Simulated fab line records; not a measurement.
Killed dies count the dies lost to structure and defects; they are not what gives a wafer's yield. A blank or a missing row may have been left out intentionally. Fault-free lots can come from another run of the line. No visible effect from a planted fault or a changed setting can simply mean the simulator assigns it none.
fab line records | flow nand-harc
record lots=6 | wafers=18 | last-day=32
route steps=1302 shown A_BONDPAD@1233 HYBRID_BOND@1237 THIN_TSV@1244 END@1302
lots untouched by any fault: they come from a run of this same line in which no faults occurred
start-h: the number of hours between the record's first day and the start of the first shown wafer of the lot | wait-h: how many hours have passed since the lot's step before this one | " as in the row above | L1.1+2: several wafers, shown together as one row | - value missing, or start not given | * or withheld: withheld | < > ~ a bound
route shown NAME@n: names a module that has steps shown in the file, with the first one's number in the route | usual: mean/standard deviation of fault-free wafers | same: alike in all rows | chamber/n: place in a boat | sites: the reading at each site | _std_site: standard deviation of those values | _edge_site: outer sites' mean less inner sites' | radius-mm: for every site, how far away it sits from the centre of the wafer | mask NAME#n: copy n | behind: the most recent tool/chamber to have shaped the wafer | hold: cause of the lot's hold/its duration in hours/its outcome | device: whichever transistor did not switch (one of n, p or np) | end of line: at the end of the route, the tests of the same wafers | a step with no rows: only its recipe | killed: dies that structure and defects cost at the first sort, which is not the same as the wafer's yield | map: per-die view of a wafer (x killed, . not killed, _ where there is no die)
set.NAME: setting as actually run; set.NAME@STEP: the setting as run at that earlier step | model.NAME: the simulator's own value behind a step, which no gauge read
a table for each step, a row for each wafer; lots at some steps of the route
services: the hour from which a tool's chamber was out of use, counted from the record's first day as start-h (under 0 if before that day), plus the number of hours and why
## steps
# step NHARC_A_BONDPAD_SRD_21
# recipe time-s=30 | temp-c=23 | dry-time-s=20 | spin-rpm=1500
# step NHARC_A_BONDPAD_INSPECT_23
# usual raw-defect-count=564/130
lot.wafer | tool              | chamber | start-h | wait-h | raw-defect-count
L184.2    | defect-inspect-01 | -       | 531.03  | 0.0    | 395
L184.3    | "                 | -       | "       | "      | 453
L184.4    | "                 | -       | "       | "      | 446
L195.2    | defect-inspect-01 | -       | 647.95  | 0.0    | 504
L195.3    | "                 | -       | "       | "      | 476
L195.5    | "                 | -       | "       | "      | 513
L194.1    | defect-inspect-02 | -       | 653.86  | 0.0    | 456
L194.5    | "                 | -       | "       | "      | 605
L194.6    | "                 | -       | "       | "      | 615
L198.1    | defect-inspect-02 | -       | 687.35  | 0.0    | 647
L198.2    | "                 | -       | "       | "      | 408
L198.6    | "                 | -       | "       | "      | 567
L197.1    | defect-inspect-02 | -       | 703.53  | 0.0    | 779
L197.4    | "                 | -       | "       | "      | 530
L197.6    | "                 | -       | "       | "      | 487
L205.2    | defect-inspect-01 | -       | 749.70  | 0.0    | 569
L205.3    | "                 | -       | "       | "      | 615
L205.4    | "                 | -       | "       | "      | 703
# step NHARC_HYBRID_BOND_ACTIVATE_00
# recipe time-s=60 | n2-flow-sccm=200 | ar-flow-sccm=0 | bias-power-w=0 | chemistry=N2
# usual drypump-motor-current-A=5.9/0.41 | oes-product-au=1.000/0.0081 | rf-vpp-V=63.9/0.85 | showerhead-plenum-p-Torr=1.72/0.087
lot.wafer | tool        | chamber | start-h | wait-h | drypump-motor-current-A | oes-product-au | rf-hours-counter-h | rf-vpp-V | showerhead-plenum-p-Torr
L184.2    | rie-diel-08 | 0       | 531.09  | 0.1    | 5.5                     | 0.995          | 14                 | 62.5     | 1.64
L184.3    | "           | 2       | "       | "      | 5.6                     | 1.005          | 13                 | 63.6     | 1.75
L184.4    | "           | 3       | "       | "      | 6.3                     | 0.987          | 13                 | 63.6     | 1.89
L195.3    | rie-diel-08 | 1       | 648.01  | 0.1    | 6.2                     | 1.006          | 9                  | 64.3     | 1.69
L195.2    | "           | 0       | "       | "      | 5.5                     | 1.005          | 10                 | 63.6     | 1.64
L195.5    | "           | 1       | "       | "      | 6.2                     | 1.000          | -                  | 64.4     | 1.69
L194.1    | rie-diel-08 | 3       | 653.92  | 0.1    | 6.3                     | 0.997          | 10                 | 63.7     | 1.89
L194.6    | "           | 3       | "       | "      | 6.4                     | 0.989          | -                  | 65.1     | 1.89
L194.5    | "           | 0       | "       | "      | 5.5                     | 1.018          | -                  | 62.4     | 1.64
L198.2    | rie-diel-08 | 3       | 687.42  | 0.1    | 6.3                     | 0.999          | 12                 | 64.6     | 1.89
L198.1    | "           | 1       | "       | "      | 6.2                     | 1.002          | 12                 | 63.2     | 1.69
L198.6    | "           | 3       | "       | "      | 6.3                     | 0.987          | -                  | 63.5     | 1.89
L197.4    | rie-diel-05 | 0       | 703.72  | 0.2    | 6.7                     | 0.991          | 26                 | 62.7     | 1.64
L197.1    | "           | 2       | "       | "      | 6.2                     | 1.011          | 35                 | 63.2     | 1.77
L197.6    | "           | 0       | "       | "      | 6.7                     | 0.997          | -                  | 62.3     | 1.64
L205.3    | rie-diel-05 | 3       | 749.77  | 0.1    | 5.8                     | 0.997          | 47                 | 63.5     | 1.63
L205.2    | "           | 0       | "       | "      | 6.7                     | 0.997          | 41                 | 63.2     | 1.63
L205.4    | "           | 1       | "       | "      | 5.3                     | 0.991          | 48                 | 63.9     | 1.66
# step NHARC_HYBRID_BOND_PRECLEAN_01
# recipe time-s=300 | temp-c=23 | chemistry=DIW
# step NHARC_HYBRID_BOND_SRD_02
# recipe time-s=30 | temp-c=23 | dry-time-s=20 | spin-rpm=1500
# step NHARC_HYBRID_BOND_BOND_03
# recipe temp-c=25
# step NHARC_HYBRID_BOND_ANNEAL_04
# recipe temp-c=300 | time-s=7200 | ramp-up-c-per-min=5 | ramp-down-c-per-min=3 | idle-temp-c=100 | pressure-atm=1
# step NHARC_HYBRID_BOND_OVL_MEAS_05
# usual overlay-x-nm=1/33 | overlay-y-nm=0/34
lot.wafer | tool       | chamber | start-h | wait-h | overlay-x-nm | overlay-y-nm
L184.2    | overlay-01 | -       | 539.62  | 0.4    | 27           | 12
L184.3    | "          | -       | "       | "      | 25           | 13
L184.4    | "          | -       | "       | "      | 46           | 22
L195.2    | overlay-01 | -       | 656.63  | 0.4    | -30          | -40
L195.3    | "          | -       | "       | "      | 65           | -53
L195.5    | "          | -       | "       | "      | -29          | -80
L194.1    | overlay-02 | -       | 663.28  | 0.4    | -20          | 53
L194.5    | "          | -       | "       | "      | -66          | 37
L194.6    | "          | -       | "       | "      | 5            | -52
L198.1    | overlay-02 | -       | 695.38  | 0.4    | -2           | -17
L198.2    | "          | -       | "       | "      | 32           | 16
L198.6    | "          | -       | "       | "      | 9            | 5
L197.1    | overlay-02 | -       | 714.68  | 0.4    | 0            | 84
L197.4    | "          | -       | "       | "      | 2            | 5
L197.6    | "          | -       | "       | "      | 50           | -25
L205.2    | overlay-02 | -       | 757.50  | 0.4    | -12          | 21
L205.3    | "          | -       | "       | "      | 4            | -82
L205.4    | "          | -       | "       | "      | -25          | -5
# step NHARC_HYBRID_BOND_INSPECT_06
# recipe inspect-instrument=ir-void
# usual raw-defect-count=92/26
lot.wafer | tool              | chamber | start-h | wait-h | raw-defect-count
L184.2    | defect-inspect-02 | -       | 539.67  | 0.1    | 70
L184.3    | "                 | -       | "       | "      | 85
L184.4    | "                 | -       | "       | "      | 72
L195.2    | defect-inspect-02 | -       | 656.69  | 0.1    | 72
L195.3    | "                 | -       | "       | "      | 64
L195.5    | "                 | -       | "       | "      | 68
L194.1    | defect-inspect-01 | -       | 663.33  | 0.0    | 98
L194.5    | "                 | -       | "       | "      | 102
L194.6    | "                 | -       | "       | "      | 105
L198.1    | defect-inspect-02 | -       | 695.43  | 0.0    | 71
L198.2    | "                 | -       | "       | "      | 70
L198.6    | "                 | -       | "       | "      | 71
L197.1    | defect-inspect-01 | -       | 714.73  | 0.0    | 109
L197.4    | "                 | -       | "       | "      | 83
L197.6    | "                 | -       | "       | "      | 99
L205.2    | defect-inspect-01 | -       | 757.56  | 0.1    | 77
L205.3    | "                 | -       | "       | "      | 69
L205.4    | "                 | -       | "       | "      | 70
# step NHARC_THIN_TSV_GRIND_00
# recipe target-thk-um=6
# usual motor-current-A=12.002/0.023
lot.wafer | tool       | chamber | start-h | wait-h | motor-current-A
L184.2    | grinder-01 | 0       | 540.02  | 0.3    | 11.993
L184.3    | "          | 0       | "       | "      | 12.001
L184.4    | "          | 0       | "       | "      | 12.018
L195.2    | grinder-01 | 0       | 658.21  | 1.5    | 12.034
L195.3    | "          | 0       | "       | "      | 11.991
L195.5    | "          | 0       | "       | "      | 11.986
L194.1    | grinder-01 | 0       | 663.48  | 0.1    | 11.973
L194.5    | "          | 0       | "       | "      | 11.979
L194.6    | "          | 0       | "       | "      | 12.013
L198.1    | grinder-01 | 0       | 696.77  | 1.3    | 11.998
L198.2    | "          | 0       | "       | "      | 11.995
L198.6    | "          | 0       | "       | "      | 12.007
L197.1    | grinder-01 | 0       | 714.88  | 0.1    | 11.980
L197.4    | "          | 0       | "       | "      | 12.019
L197.6    | "          | 0       | "       | "      | 11.946
L205.2    | grinder-01 | 0       | 759.11  | 1.5    | 11.973
L205.3    | "          | 0       | "       | "      | 12.025
L205.4    | "          | 0       | "       | "      | 12.020
# step NHARC_THIN_TSV_CMP_01
# recipe target-thk-um=3
# usual edge-zone-pressure-frac=0.999/0.0049 | motor-current-A=11.5/1.1 | slurry-filter-dp-kPa=13.49/0.14
lot.wafer | tool   | chamber | start-h | wait-h | edge-zone-pressure-frac | motor-current-A | slurry-filter-dp-kPa
L184.4    | cmp-04 | 2       | 541.04  | 0.4    | 0.997                   | 12.6            | 13.36
L184.3    | "      | 0       | "       | "      | 0.995                   | 9.9             | 13.59
L184.2    | "      | 1       | "       | "      | 0.994                   | 11.8            | 13.47
L195.2    | cmp-01 | 0       | 659.25  | 0.8    | -                       | -               | -
L195.3    | "      | 3       | "       | "      | -                       | -               | -
L195.5    | "      | 0       | "       | "      | -                       | -               | -
L194.1    | cmp-01 | 2       | 664.78  | 1.1    | -                       | -               | -
L194.6    | "      | 3       | "       | "      | -                       | -               | -
L194.5    | "      | 0       | "       | "      | -                       | -               | -
L198.2    | cmp-04 | 0       | 697.99  | 0.8    | 1.006                   | 10.3            | 13.60
L198.1    | "      | 2       | "       | "      | 0.996                   | 12.9            | 13.28
L198.6    | "      | 1       | "       | "      | 0.994                   | 11.7            | 13.50
L197.1    | cmp-03 | 2       | 716.10  | 1.0    | 0.993                   | 13.4            | 13.29
L197.4    | "      | 1       | "       | "      | 1.006                   | 9.5             | 13.48
L197.6    | "      | 2       | "       | "      | 0.998                   | 13.4            | 13.44
L205.3    | cmp-01 | 0       | 760.13  | 0.6    | 0.996                   | 12.4            | 13.51
L205.2    | "      | 1       | "       | "      | 1.000                   | 11.7            | 13.45
L205.4    | "      | 2       | "       | "      | 1.005                   | 11.0            | 13.31
# step NHARC_THIN_TSV_THK_MEAS_02
# recipe thk-meas-gauge=ir
# usual thk-nm=2983/230
lot.wafer | tool          | chamber | start-h | wait-h | thk-nm
L184.2    | film-metro-01 | -       | 541.30  | -      | 2646
L184.3    | "             | -       | "       | "      | 2943
L184.4    | "             | -       | "       | "      | 2957
L195.2    | film-metro-02 | -       | 659.52  | 0.2    | 6085
L195.3    | "             | -       | "       | "      | 6079
L195.5    | "             | -       | "       | "      | 6017
L194.1    | film-metro-02 | -       | 664.97  | 0.2    | 5856
L194.5    | "             | -       | "       | "      | 6048
L194.6    | "             | -       | "       | "      | 6008
L198.1    | film-metro-02 | -       | 698.25  | -      | 3102
L198.2    | "             | -       | "       | "      | 2987
L198.6    | "             | -       | "       | "      | 3275
L197.1    | film-metro-02 | -       | 716.37  | -      | 2459
L197.4    | "             | -       | "       | "      | 2943
L197.6    | "             | -       | "       | "      | 2799
L205.2    | film-metro-02 | -       | 760.39  | -      | 3067
L205.3    | "             | -       | "       | "      | 2851
L205.4    | "             | -       | "       | "      | 2835
# step NHARC_THIN_TSV_SRD_03
# step NHARC_END_SORT_01
# recipe temp-c=25
# usual defect-limited-yield=90.2/2.3 | killed-at-array=62/15 | killed-at-other=0.8/1 | killed-at-periphery=3.7/2.6 | killed-dies=66/15 | killed-open=3.1/1.8 | killed-short=2.6/1.7
# same gross-dies=677
lot.wafer | tool      | chamber | start-h | wait-h | defect-limited-yield[%] | killed-at-array | killed-at-other | killed-at-periphery | killed-dies | killed-open | killed-short
L195.2    | prober-01 | 0       | 675.37  | 2.8    | 0                       | 40              | 635             | 2                   | 677         | 2           | 2
L195.3    | prober-01 | 0       | 676.16  | 3.1    | 0                       | 42              | 631             | 4                   | 677         | 1           | 6
L195.5    | prober-01 | 0       | 677.75  | 3.7    | 0                       | 53              | 620             | 4                   | 677         | 4           | 6
L194.1    | prober-01 | 0       | 682.31  | 2.5    | 0                       | 59              | 615             | 3                   | 677         | 2           | 1
L194.5    | prober-01 | 0       | 685.52  | 3.7    | 0                       | 67              | 608             | 2                   | 677         | 3           | 3
L194.6    | prober-01 | 0       | 686.33  | 4.0    | 0                       | 78              | 598             | 1                   | 677         | 8           | 1
# killed by level:class
L195.2 THIN_TSV:area-cmp=633 A_CHANNEL_HOLE_D1:chamber-film-flake=25 A_SGD_CUT:chamber-film-flake=3 A_CONTACT:chamber-film-flake=3 P_GATE:chamber-film-flake=2 A_SLIT:chamber-film-flake=2 A_ONON_D2:geometric-particle:short=1 A_CHANNEL_HOLE_D2:geometric-particle:short=1
L195.3 THIN_TSV:area-cmp=630 A_CHANNEL_HOLE_D1:chamber-film-flake=25 A_CONTACT:chamber-film-flake=5 A_WL_FILL:geometric-particle:short=2 P_GATE:chamber-film-flake=2 A_CHANNEL_HOLE_D2:chamber-film-flake=2 A_STAIRCASE:chamber-film-flake=2 P_M1:geometric-particle:short=1
L195.5 THIN_TSV:area-cmp=619 A_CHANNEL_HOLE_D1:chamber-film-flake=27 A_CONTACT:chamber-film-flake=5 A_CHANNEL_HOLE_D2:chamber-film-flake=3 A_WL_FILL:chamber-film-flake=3 A_M1:chamber-film-flake=3 P_M0:geometric-particle:short=2 A_DECK1_JOINT:chamber-film-flake=2
L194.1 THIN_TSV:area-cmp=615 A_CHANNEL_HOLE_D1:chamber-film-flake=25 A_CHANNEL_HOLE_D2:chamber-film-flake=16 A_CONTACT:chamber-film-flake=6 A_SLIT:chamber-film-flake=3 A_STAIRCASE:chamber-film-flake=2 A_WL_FILL:chamber-film-flake=2 A_M1:chamber-film-flake=2
L194.5 THIN_TSV:area-cmp=608 A_CHANNEL_HOLE_D1:chamber-film-flake=25 A_CHANNEL_HOLE_D2:chamber-film-flake=15 A_M1:chamber-film-flake=6 A_CONTACT:chamber-film-flake=4 A_CHANNEL_FILL_D1:chamber-film-flake=4 A_WL_FILL:chamber-film-flake=4 A_ONON_D1:geometric-particle:open=1
L194.6 THIN_TSV:area-cmp=598 A_CHANNEL_HOLE_D1:chamber-film-flake=39 A_CHANNEL_HOLE_D2:chamber-film-flake=19 A_CONTACT:chamber-film-flake=9 A_ONON_D1:geometric-particle:open=2 A_BLC:geometric-particle:open=2 A_CHANNEL_FILL_D1:geometric-particle:open=1 A_DECK1_JOINT:geometric-particle:open=1
# map L194.1 (x killed, . not)
____________x____________
_________xxxxxxx_________
_______xxxxxxxxxxx_______
______xxxxxxxxxxxxx______
_____xxxxxxxxxxxxxxx_____
____xxxxxxxxxxxxxxxxx____
____xxxxxxxxxxxxxxxxx____
___xxxxxxxxxxxxxxxxxxx___
___xxxxxxxxxxxxxxxxxxx___
__xxxxxxxxxxxxxxxxxxxxx__
__xxxxxxxxxxxxxxxxxxxxx__
_xxxxxxxxxxxxxxxxxxxxxxx_
_xxxxxxxxxxxxxxxxxxxxxxx_
_xxxxxxxxxxxxxxxxxxxxxxx_
_xxxxxxxxxxxxxxxxxxxxxxx_
_xxxxxxxxxxxxxxxxxxxxxxx_
xxxxxxxxxxxxxxxxxxxxxxxxx
xxxxxxxxxxxxxxxxxxxxxxxxx
xxxxxxxxxxxxxxxxxxxxxxxxx
xxxxxxxxxxxxxxxxxxxxxxxxx
xxxxxxxxxxxxxxxxxxxxxxxxx
_xxxxxxxxxxxxxxxxxxxxxxx_
_xxxxxxxxxxxxxxxxxxxxxxx_
_xxxxxxxxxxxxxxxxxxxxxxx_
_xxxxxxxxxxxxxxxxxxxxxxx_
_xxxxxxxxxxxxxxxxxxxxxxx_
__xxxxxxxxxxxxxxxxxxxxx__
__xxxxxxxxxxxxxxxxxxxxx__
___xxxxxxxxxxxxxxxxxxx___
___xxxxxxxxxxxxxxxxxxx___
____xxxxxxxxxxxxxxxxx____
____xxxxxxxxxxxxxxxxx____
_____xxxxxxxxxxxxxxx_____
______xxxxxxxxxxxxx______
_______xxxxxxxxxxx_______
_________xxxxxxx_________
____________x____________
# map L195.2 (x killed, . not)
____________x____________
_________xxxxxxx_________
_______xxxxxxxxxxx_______
______xxxxxxxxxxxxx______
_____xxxxxxxxxxxxxxx_____
____xxxxxxxxxxxxxxxxx____
____xxxxxxxxxxxxxxxxx____
___xxxxxxxxxxxxxxxxxxx___
___xxxxxxxxxxxxxxxxxxx___
__xxxxxxxxxxxxxxxxxxxxx__
__xxxxxxxxxxxxxxxxxxxxx__
_xxxxxxxxxxxxxxxxxxxxxxx_
_xxxxxxxxxxxxxxxxxxxxxxx_
_xxxxxxxxxxxxxxxxxxxxxxx_
_xxxxxxxxxxxxxxxxxxxxxxx_
_xxxxxxxxxxxxxxxxxxxxxxx_
xxxxxxxxxxxxxxxxxxxxxxxxx
xxxxxxxxxxxxxxxxxxxxxxxxx
xxxxxxxxxxxxxxxxxxxxxxxxx
xxxxxxxxxxxxxxxxxxxxxxxxx
xxxxxxxxxxxxxxxxxxxxxxxxx
_xxxxxxxxxxxxxxxxxxxxxxx_
_xxxxxxxxxxxxxxxxxxxxxxx_
_xxxxxxxxxxxxxxxxxxxxxxx_
_xxxxxxxxxxxxxxxxxxxxxxx_
_xxxxxxxxxxxxxxxxxxxxxxx_
__xxxxxxxxxxxxxxxxxxxxx__
__xxxxxxxxxxxxxxxxxxxxx__
___xxxxxxxxxxxxxxxxxxx___
___xxxxxxxxxxxxxxxxxxx___
____xxxxxxxxxxxxxxxxx____
____xxxxxxxxxxxxxxxxx____
_____xxxxxxxxxxxxxxx_____
______xxxxxxxxxxxxx______
_______xxxxxxxxxxx_______
_________xxxxxxx_________
____________x____________
## services
tool        | chamber | start-h | hours | kind
grinder-01  | -       | 523.63  | 1.6   | repair
cmp-01      | -       | 527.55  | 0.5   | repair
rie-diel-08 | -       | 531.31  | 2.4   | repair
rie-diel-08 | -       | 544.80  | 9.0   | pm
cmp-03      | -       | 554.24  | 4.0   | pm
cmp-01      | -       | 557.02  | 0.6   | repair
rie-diel-08 | 3       | 568.21  | 3.0   | repair
cmp-04      | -       | 568.24  | 3.2   | repair
cmp-01      | -       | 577.52  | 4.0   | pm
rie-diel-05 | -       | 583.66  | 9.0   | pm
cmp-03      | -       | 591.50  | 5.3   | repair
cmp-01      | -       | 600.13  | 1.7   | repair
cmp-04      | -       | 602.51  | 4.0   | pm
grinder-01  | -       | 617.96  | 2.1   | repair
rie-diel-05 | 0       | 624.22  | 17.4  | repair
rie-diel-08 | 3       | 642.71  | 3.4   | repair
rie-diel-08 | 1       | 669.26  | 6.4   | repair
cmp-01      | -       | 675.52  | 4.0   | pm
cmp-04      | -       | 700.51  | 4.0   | pm
grinder-01  | -       | 701.18  | 1.7   | repair
cmp-04      | -       | 710.66  | 0.5   | repair
rie-diel-08 | -       | 721.80  | 9.0   | pm
grinder-01  | -       | 736.73  | 8.0   | pm
grinder-01  | -       | 752.32  | 1.1   | repair
## key
first-sign step=NHARC_THIN_TSV_CMP_01 | reading=tool-record | direction=missing
effect step=NHARC_THIN_TSV_THK_MEAS_02 | reading=thk-nm | direction=up | sigmas=13 | usual=2983 | struck=6015
effect step=NHARC_END_SORT_01 | reading=killed-at-other | direction=up | sigmas=99+ | usual=0.8 | struck=617.8
more-kills-born-at NHARC_THIN_TSV_CMP_01@cmp-01=3703
met-at NHARC_THIN_TSV_CMP_01
struck-wafers L194.1,L194.5,L194.6,L195.2,L195.3,L195.5
later-rows-left-out L194.1,L194.5,L194.6,L195.2,L195.3,L195.5
fault kind=skipped-step-whole | tool=cmp-01 | chamber=- | onset-h=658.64 | steps=NHARC_THIN_TSV_CMP_01 | scope=struck-lots-only
# later-rows-left-out: the simulator's readings of these wafers behind a module that went badly wrong aren't trusted and aren't shown, but for the sort
